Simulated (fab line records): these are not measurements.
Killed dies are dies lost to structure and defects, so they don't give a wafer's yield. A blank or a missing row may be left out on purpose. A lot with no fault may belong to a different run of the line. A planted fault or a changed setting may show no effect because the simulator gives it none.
A single fault, viewed from 2 desks ; flow nand harc ; each desk has only its own numbers; what lay behind them comes last

== METROLOGY DESK ==
Means of the sampled wafers that have a number, per lot and without regard to the tool the lot ran on: this is what the gauges read. Marked OUT: a lot whose mean sits more than 4 standard deviations from the usual mean, which makes it out of limits; the brackets give that distance.
Columns: A = thk nm at NHARC_THIN_TSV_THK_MEAS_02, usual 2981 nm
lot;first seen here;A
L316;day 24 01:57;2865
L317;day 24 17:36;2961
L320;day 25 03:53;3029
L319;day 25 05:05;2883
L322;day 26 03:17;2945
L323;day 26 04:29;2935
L324;day 27 03:37;2959
L325;day 28 03:11;3272
L330;day 29 17:01;2726
L331;day 29 23:20;3186
L332;day 30 00:34;2781
L337;day 32 01:28;2999
L338;day 32 02:43;3043
L339;day 33 03:10;2730
Result from this desk: across the 14 lots, nothing is out of limits.

== TOOL OWNER'S DESK, cvd w-02 ==
The tool's own readings at NHARC_P_CONTACT_CVD_23 (deposits W, target thk 200 nm, time 557 s): means of the sampled wafers that have a number, for each lot that ran on this tool. Marked OUT: a lot whose mean sits more than 4 standard deviations from the usual mean, which makes it out of limits; the brackets give that distance.
Columns: A = heater power w at NHARC_P_CONTACT_CVD_23, usual 496 W; B = mfc wf6 sccm at NHARC_P_CONTACT_CVD_23, usual 39.99 sccm; C = throttle valve pct at NHARC_P_CONTACT_CVD_23, usual 8.08 %
lot;first seen here;A;B;C
L316;day 6 13:08;511;40.07;8.02
L320;day 7 22:00;507;39.95;8.01
L322;day 8 12:22;499;40.12;8.20
L323;day 8 19:07;521;40.01;7.92
L325;day 9 18:31;534;40.01;7.95
L330;day 12 02:57;506;40.17;7.97
L332;day 12 19:30;503;39.99;8.06
Result from this desk: across the 7 lots, nothing is out of limits.

== TAKEN TOGETHER ==
Metrology desk: nothing out of limits seen.
The tool owner's desk saw nothing out of limits.

== WHAT THE SIMULATOR PUT IN ==
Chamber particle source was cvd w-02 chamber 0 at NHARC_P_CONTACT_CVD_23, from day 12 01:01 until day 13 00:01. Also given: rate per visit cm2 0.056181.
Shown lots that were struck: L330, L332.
